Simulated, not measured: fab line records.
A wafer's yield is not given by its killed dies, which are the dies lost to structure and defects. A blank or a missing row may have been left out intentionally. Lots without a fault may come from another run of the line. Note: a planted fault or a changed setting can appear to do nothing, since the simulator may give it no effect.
fab line records ; flow nand_harc ; part 2 of 2: steps 5 to 6 of 6
record lots=24; wafers=72; last_day=33
route steps=1302 shown A_STAIRCASE@704
lots that met no fault: taken from a fault-free run of the same line
start_h: hours from the record's opening day to when the first of the lot's shown wafers began ; wait_h: time in hours since the lot's previous step ; " same as the row above ; L1.1+2: a single row standing in for several wafers ; - no value present, or no start provided ; * or withheld: withheld ; < > ~ a bound
route shown NAME@n: NAME is a module with steps in the file, n the number in the route of the first one ; usual: mean/standard deviation of fault-free wafers ; same: alike in all rows ; chamber/n: place in a boat ; sites: readings site by site ; _std_site: how widely they spread, as a standard deviation ; _edge_site: mean of outer sites minus mean of inner sites ; radius_mm: how far each site lies from the wafer's centre ; mask NAME#n: copy n ; behind: the most recent tool/chamber to have shaped the wafer ; hold: reason for holding the lot/hours on hold/outcome of the hold ; device: which transistor (n, p or np) failed to switch ; end of line: the route-end tests of the same wafers ; where a step has no rows: the recipe by itself ; killed: not the wafer's yield, but the dies lost to structure and defects at the first sort ; map: dies across one wafer; x = killed, . = not, _ = none there
set.NAME: the setting the step ran with; set.NAME@STEP: the setting that earlier step ran with ; model.NAME: the simulator's own value behind a step, which no gauge read
a sample of lots followed through the steps of the route, with each step as a table and each wafer as a row
services: the hour from which a tool's chamber was out of use, counted from the record's first day as start_h (under 0 if before that day), plus the number of hours and why
## steps
# step NHARC_A_STAIRCASE_ETCH_230
# recipe target_depth_a=1000; time_s=40.5; ion_energy_ev=400; c4f8_flow_sccm=20; o2_flow_sccm=10; ar_flow_sccm=withheld; rf_w=600; bias_w=1000; chemistry=C4F8/O2
# usual oes_product_au=0.946/0.018; rf_vpp_V=893/5.5
lot.wafer;tool;chamber;start_h;wait_h;oes_product_au;rf_hours_counter_h;rf_vpp_V
L074.3;rie_diel-12;3;-;-;0.929;34;892
L074.1;rie_diel-12;2;-;-;0.950;31;888
L074.6;rie_diel-12;0;-;-;0.934;-;889
L076.2;rie_diel-07;1;-;-;0.944;26;893
L076.3;rie_diel-07;2;-;-;0.955;26;891
L076.4;rie_diel-07;3;-;-;0.955;26;896
L075.3;rie_diel-04;3;-;-;0.920;8;895
L075.5;rie_diel-04;3;-;-;0.923;-;895
L075.6;rie_diel-04;0;-;-;0.931;-;887
L077.3;rie_diel-04;0;-;-;0.946;12;888
L077.4;rie_diel-04;3;-;-;0.946;13;893
L077.5;rie_diel-04;1;-;-;0.950;-;906
L078.2;rie_diel-12;3;-;-;0.960;48;892
L078.3;rie_diel-12;2;-;-;0.934;40;892
L078.6;rie_diel-12;3;-;-;0.949;-;890
L079.2;rie_diel-07;3;-;-;0.935;39;895
L079.1;rie_diel-07;0;-;-;0.933;38;886
L079.6;rie_diel-07;3;-;-;0.939;-;895
L080.4;rie_diel-07;1;-;-;0.910;41;893
L080.1;rie_diel-07;3;-;-;0.921;42;896
L080.5;rie_diel-07;1;-;-;0.917;-;894
L081.1;rie_diel-12;0;-;-;0.968;51;891
L081.4;rie_diel-12;2;-;-;0.952;49;888
L081.6;rie_diel-12;1;-;-;0.951;-;895
L082.2;rie_diel-07;0;-;-;0.942;42;886
L082.5;rie_diel-07;0;-;-;0.942;-;886
L082.6;rie_diel-07;1;-;-;0.935;-;891
L085.1;rie_diel-04;1;-;-;0.944;33;904
L085.4;rie_diel-04;1;-;-;0.946;-;906
L085.5;rie_diel-04;1;-;-;0.937;-;904
L083.4;rie_diel-12;1;-;-;0.933;4;894
L083.2;rie_diel-12;2;-;-;0.943;6;892
L083.6;rie_diel-12;2;-;-;0.934;-;890
L084.3;rie_diel-04;1;467.35;0.2;0.944;-;905
L084.4;rie_diel-04;3;467.35;0.2;0.935;-;894
L084.5;rie_diel-04;3;467.35;0.2;0.932;-;894
L086.2;rie_diel-12;2;-;-;0.957;11;890
L086.3;rie_diel-12;3;-;-;0.965;13;891
L086.4;rie_diel-12;1;-;-;0.972;8;894
L087.4;rie_diel-04;1;-;-;0.956;44;903
L087.3;rie_diel-04;2;-;-;0.947;38;897
L087.2;rie_diel-04;3;-;-;0.969;45;896
L088.4;rie_diel-07;0;-;-;0.958;11;906
L088.3;rie_diel-07;1;-;-;0.961;10;893
L088.6;rie_diel-07;0;-;-;0.961;-;906
L089.4;rie_diel-04;3;-;-;0.939;56;895
L089.5;rie_diel-04;2;-;-;0.938;-;896
L089.6;rie_diel-04;3;-;-;0.937;-;895
L091.3;rie_diel-07;2;-;-;0.920;13;890
L091.2;rie_diel-07;1;-;-;0.917;16;892
L091.5;rie_diel-07;3;-;-;0.919;-;894
L090.1;rie_diel-12;3;-;-;0.951;26;891
L090.4;rie_diel-12;1;-;-;0.931;-;892
L090.6;rie_diel-12;3;-;-;0.948;-;891
L092.4;rie_diel-07;0;-;-;0.972;24;904
L092.3;rie_diel-07;2;-;-;0.960;20;889
L092.5;rie_diel-07;1;-;-;0.968;-;892
L093.3;rie_diel-12;3;-;-;0.943;35;891
L093.1;rie_diel-12;0;-;-;0.953;37;890
L093.2;rie_diel-12;1;-;-;0.950;36;892
L094.3;rie_diel-07;3;-;-;0.972;30;893
L094.2;rie_diel-07;0;-;-;0.961;31;906
L094.5;rie_diel-07;1;-;-;0.955;-;892
L095.3;rie_diel-12;2;-;-;0.913;39;888
L095.5;rie_diel-12;2;-;-;0.924;-;888
L095.6;rie_diel-12;3;-;-;0.929;-;890
L097.3;rie_diel-07;3;-;-;0.962;37;895
L097.6;rie_diel-07;1;-;-;0.977;-;892
L097.5;rie_diel-07;2;-;-;0.967;-;888
L096.2;rie_diel-04;2;-;-;0.955;18;896
L096.3;rie_diel-04;3;-;-;0.960;18;894
L096.6;rie_diel-04;3;-;-;0.959;-;895
# step NHARC_A_STAIRCASE_ETCH_271
# recipe cf4_flow_sccm=100; chf3_flow_sccm=30; ar_flow_sccm=0; rf_w=500; bias_w=200; chemistry=CF4/CHF3
# usual drypump_motor_current_A=5.7/0.38; oes_product_au=0.949/0.021; rf_vpp_V=369.8/2.6; showerhead_plenum_p_Torr=1.55/0.074; throttle_valve_pct=16.804/0.009
lot.wafer;tool;chamber;start_h;wait_h;drypump_motor_current_A;oes_product_au;rf_hours_counter_h;rf_vpp_V;showerhead_plenum_p_Torr;throttle_valve_pct
L074.1;rie_diel-07;3;369.57;0.1;5.5;0.980;19;369.4;1.57;16.814
L074.3;rie_diel-07;0;369.57;0.1;5.5;0.982;19;367.7;1.46;16.799
L074.6;rie_diel-07;3;369.57;0.1;5.5;0.984;-;369.8;1.57;16.797
L076.4;rie_diel-07;0;394.42;0.1;5.5;0.989;27;366.0;1.46;16.811
L076.2;rie_diel-07;1;394.42;0.1;5.7;0.969;28;370.2;1.53;16.795
L076.3;rie_diel-07;2;394.42;0.1;5.4;0.960;28;367.8;1.50;16.790
L075.3;rie_diel-12;2;396.40;0.1;6.0;0.937;37;366.8;1.50;16.812
L075.6;rie_diel-12;1;396.40;0.1;5.2;0.945;-;369.8;1.54;16.794
L075.5;rie_diel-12;2;396.40;0.1;6.0;0.938;-;367.1;1.50;16.810
L077.4;rie_diel-12;3;406.94;0.1;5.8;0.955;48;369.0;1.52;16.810
L077.3;rie_diel-12;1;406.94;0.1;5.2;0.942;34;368.8;1.54;16.804
L077.5;rie_diel-12;3;406.94;0.1;5.8;0.947;-;368.7;1.52;16.808
L078.3;rie_diel-04;2;413.47;0.1;5.7;0.910;16;371.5;1.57;16.793
L078.2;rie_diel-04;1;413.47;0.1;5.7;0.931;15;374.0;1.70;16.811
L078.6;rie_diel-04;2;413.47;0.1;5.7;0.918;-;372.4;1.57;16.806
L079.1;rie_diel-07;2;427.49;0.1;5.4;0.922;41;368.0;1.50;16.818
L079.2;rie_diel-07;0;427.49;0.1;5.5;0.923;39;366.2;1.46;16.804
L079.6;rie_diel-07;1;427.49;0.1;5.7;0.921;-;368.9;1.53;16.804
L080.1;rie_diel-07;1;437.85;0.1;5.7;0.967;42;369.9;1.53;16.796
L080.4;rie_diel-07;2;437.85;0.1;5.4;0.965;44;369.1;1.50;16.806
L080.5;rie_diel-07;0;437.85;0.1;5.4;0.975;-;366.1;1.46;16.795
L081.1;rie_diel-12;1;442.28;0.1;5.2;0.980;47;368.5;1.54;16.820
L081.4;rie_diel-12;3;442.28;0.1;5.7;0.961;57;370.4;1.52;16.802
L081.6;rie_diel-12;1;442.28;0.1;5.2;0.978;-;369.9;1.54;16.804
L082.2;rie_diel-04;1;452.64;0.2;5.7;0.952;28;374.4;1.69;16.795
L082.6;rie_diel-04;0;452.64;0.2;5.6;0.934;-;366.3;1.46;16.790
L082.5;rie_diel-04;2;452.64;0.2;5.7;0.924;-;369.7;1.57;16.818
L085.1;rie_diel-04;3;472.29;0.1;6.3;0.935;37;370.0;1.55;16.799
L085.4;rie_diel-04;3;472.29;0.1;6.3;0.939;-;370.3;1.55;16.807
L085.5;rie_diel-04;1;472.29;0.1;5.7;0.942;-;373.9;1.69;16.829
L083.4;rie_diel-12;0;473.64;0.1;6.6;0.978;8;368.5;1.49;16.800
L083.2;rie_diel-12;3;473.64;0.1;5.7;0.978;10;369.9;1.51;16.789
L083.6;rie_diel-12;1;473.64;0.1;5.2;0.957;-;369.3;1.54;16.826
L084.3;rie_diel-04;3;474.82;0.2;6.3;0.935;38;368.9;1.55;16.800
L084.4;rie_diel-04;3;474.82;0.2;6.3;0.938;-;369.7;1.55;16.814
L084.5;rie_diel-04;0;474.82;0.2;5.6;0.951;-;366.0;1.46;16.806
L086.4;rie_diel-07;1;496.31;0.1;5.7;0.959;4;370.1;1.52;16.798
L086.2;rie_diel-07;2;496.31;0.1;5.4;0.952;5;368.1;1.49;16.805
L086.3;rie_diel-07;3;496.31;0.1;5.5;0.981;5;371.0;1.56;16.816
L087.2;rie_diel-12;2;505.66;0.1;6.0;0.936;18;369.9;1.49;16.803
L087.3;rie_diel-12;0;505.66;0.1;6.6;0.937;20;368.5;1.49;16.805
L087.4;rie_diel-12;1;505.66;0.1;5.2;0.918;17;369.0;1.53;16.789
L088.4;rie_diel-04;1;523.70;0.1;5.7;0.967;55;375.5;1.69;16.809
L088.3;rie_diel-04;2;523.70;0.1;5.7;0.966;47;372.2;1.57;16.804
L088.6;rie_diel-04;0;523.70;0.1;5.6;0.963;-;365.9;1.46;16.797
L089.5;rie_diel-07;0;525.69;0.1;5.5;0.941;-;374.4;1.70;16.791
L089.4;rie_diel-07;1;525.69;0.1;5.7;0.949;-;368.8;1.52;16.808
L089.6;rie_diel-07;3;525.69;0.1;5.4;0.956;-;370.2;1.56;16.799
L091.2;rie_diel-12;3;535.86;0.1;5.7;0.917;28;368.2;1.51;16.814
L091.3;rie_diel-12;0;535.86;0.1;6.6;0.925;30;367.3;1.49;16.795
L091.5;rie_diel-12;3;535.86;0.1;5.8;0.920;-;368.8;1.51;16.817
L090.1;rie_diel-12;0;538.59;0.1;6.6;0.990;32;367.9;1.49;16.792
L090.4;rie_diel-12;1;538.59;0.1;5.2;0.988;31;368.8;1.53;16.801
L090.6;rie_diel-12;0;538.59;0.1;6.5;0.969;-;367.3;1.49;16.800
L092.3;rie_diel-04;3;554.31;0.1;6.3;0.963;6;369.8;1.54;16.799
L092.4;rie_diel-04;1;554.31;0.1;5.7;0.976;4;373.9;1.68;16.805
L092.5;rie_diel-04;3;554.31;0.1;6.3;0.966;-;369.1;1.54;16.801
L093.3;rie_diel-12;0;556.14;0.1;6.6;0.935;38;368.3;1.48;16.792
L093.2;rie_diel-12;2;556.14;0.1;6.0;0.926;33;367.2;1.49;16.807
L093.1;rie_diel-12;3;556.14;0.1;5.7;0.924;36;367.7;1.51;16.792
L094.3;rie_diel-07;2;583.94;0.1;5.4;0.923;27;366.2;1.49;16.819
L094.2;rie_diel-07;3;583.94;0.1;5.5;0.921;31;370.0;1.56;16.804
L094.5;rie_diel-07;2;583.94;0.1;5.4;0.925;-;369.1;1.49;16.805
L095.3;rie_diel-04;0;585.83;0.1;5.6;0.973;13;375.2;1.70;16.795
L095.5;rie_diel-04;0;585.83;0.1;5.6;0.968;-;374.2;1.70;16.796
L095.6;rie_diel-04;1;585.83;0.1;5.7;0.949;-;373.7;1.68;16.800
L097.3;rie_diel-07;0;603.40;0.1;5.4;0.924;41;372.8;1.69;16.794
L097.5;rie_diel-07;0;603.40;0.1;5.4;0.928;-;373.9;1.69;16.806
L097.6;rie_diel-07;1;603.40;0.1;5.7;0.936;-;368.3;1.52;16.791
L096.2;rie_diel-04;1;603.53;0.1;5.7;0.959;17;374.3;1.68;16.786
L096.3;rie_diel-04;2;603.53;0.1;5.7;0.976;20;369.8;1.56;16.803
L096.6;rie_diel-04;1;603.53;0.1;5.7;0.946;-;373.7;1.68;16.801
## services
tool;chamber;start_h;hours;kind
rie_diel-12;0;351.47;-;clean
rie_diel-12;1;351.47;-;clean
rie_diel-12;2;351.47;-;clean
rie_diel-12;3;351.47;-;clean
rie_diel-07;0;352.29;-;clean
rie_diel-07;1;352.29;-;clean
rie_diel-07;2;352.29;-;clean
rie_diel-07;3;352.29;-;clean
rie_diel-04;-;355.15;9.0;pm
rie_diel-04;3;404.45;2.5;repair
rie_diel-04;0;426.04;3.4;repair
rie_diel-12;2;438.16;1.7;repair
rie_diel-12;-;446.18;9.0;pm
rie_diel-04;3;449.41;4.5;repair
rie_diel-07;-;458.35;0.2;repair
rie_diel-04;0;461.58;9.0;repair
rie_diel-07;-;471.32;9.0;pm
rie_diel-12;3;485.08;3.3;repair
rie_diel-12;0;513.71;4.4;repair
rie_diel-07;2;523.08;4.5;repair
rie_diel-12;2;530.79;7.1;repair
rie_diel-04;-;532.15;9.0;pm
rie_diel-04;1;558.39;3.9;repair
rie_diel-07;2;603.01;4.5;repair
